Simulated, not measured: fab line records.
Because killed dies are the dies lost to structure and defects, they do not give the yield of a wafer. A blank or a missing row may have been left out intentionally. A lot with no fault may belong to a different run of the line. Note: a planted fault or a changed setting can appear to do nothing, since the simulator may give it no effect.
Which tool was responsible?	flow nand harc	6 lots with 18 wafers sampled at 4 steps, on a route of 1302 steps

## WHAT THE GAUGES SHOWED, per wafer
NHARC_A_BLC_INSPECT_12.
lot	measured	on	raw defect count
L826	day 23 19:53	defect inspect-01	70 80 65
L827	day 24 12:41	defect inspect-02	65 85 77
L836	day 28 12:47	defect inspect-01	523 539 487
L843	day 30 13:03	defect inspect-02	75 75 63
L844	day 31 13:36	defect inspect-01	78 89 82
L846	day 31 22:41	defect inspect-02	92 64 88

## TOOL THAT RAN EACH LOT (tool first, then ch and the chambers of the sampled wafers, then the start)
lot	NHARC_A_CONTACT_ETCH_135	NHARC_A_CONTACT_ETCH_137	NHARC_A_CONTACT_CMP_20
L826	har cap etch-03 ch 1, day 23 14:58	har cap etch-03 ch 1, day 23 15:31	cmp-02 ch 2,3, day 23 18:58
L827	har cap etch-02 ch 0,1, day 24 07:56	har cap etch-02 ch 0,1, day 24 08:28	cmp-02 ch 0,2,3, day 24 11:47
L836	har cap etch-03 ch 0,1, day 28 07:42	har cap etch-03 ch 0,1, day 28 08:15	cmp-03 ch 0,1, day 28 11:44
L843	har cap etch-01 ch 0,1, day 30 08:07	har cap etch-01 ch 0,1, day 30 08:40	cmp-02 ch 0,1,3, day 30 12:02
L844	har cap etch-02 ch 0,1, day 31 08:05	har cap etch-02 ch 0,1, day 31 08:37	cmp-02 ch 0,2,3, day 31 12:43
L846	har cap etch-03 ch 0,1, day 31 17:47	har cap etch-03 ch 0,1, day 31 18:20	cmp-04 ch 0,1,2, day 31 21:38
- NHARC_A_CONTACT_ETCH_135: etches the open film in C4F8/O2/Ar, time 311 s, target depth 1912 nm.
- NHARC_A_CONTACT_ETCH_137: etches the open film in C4F8/O2/Ar, time 311 s, target depth 1912 nm.
- NHARC_A_CONTACT_CMP_20: polishes, t overpolish 30 s, target thk 300 nm.

## THE ANSWER, worked out from the rows above alone
Rule: the lots themselves supply what counts as usual. The widest of any qualifying gaps counts: lots, ordered by their means at a reading, are off when they make up no more than a third of the lots, leave a main group of 4 or more, and stand apart from it by 3 or more times the standard deviation of that group's means. A main group is skipped when, at the precision printed for the reading in the tables above, its means are all equal. A lot without any number at a reading at which 4 lots or more have one is off too. Any other lot the step has rows for is counted as sound.
Off: L836, at NHARC_A_BLC_INSPECT_12 (raw defect count). Mean 77 and standard deviation 4.9 in the main group.
If a tool, at a process step before that reading, ran all the lots that are off and no sound lot after the first of them, it fits. The gauges at NHARC_A_BLC_INSPECT_12 are tried like those tools. One candidate fits, namely cmp-03 at NHARC_A_CONTACT_CMP_20. It ran no sound lot before its first lot that is off in this sample, so the start can't be narrowed down.

## WHAT THE SIMULATOR HAD INSERTED
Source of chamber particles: cmp-03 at NHARC_A_CONTACT_CMP_20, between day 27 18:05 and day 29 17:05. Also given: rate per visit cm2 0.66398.
Lots struck among those shown: L836. Same finding as the rule above.
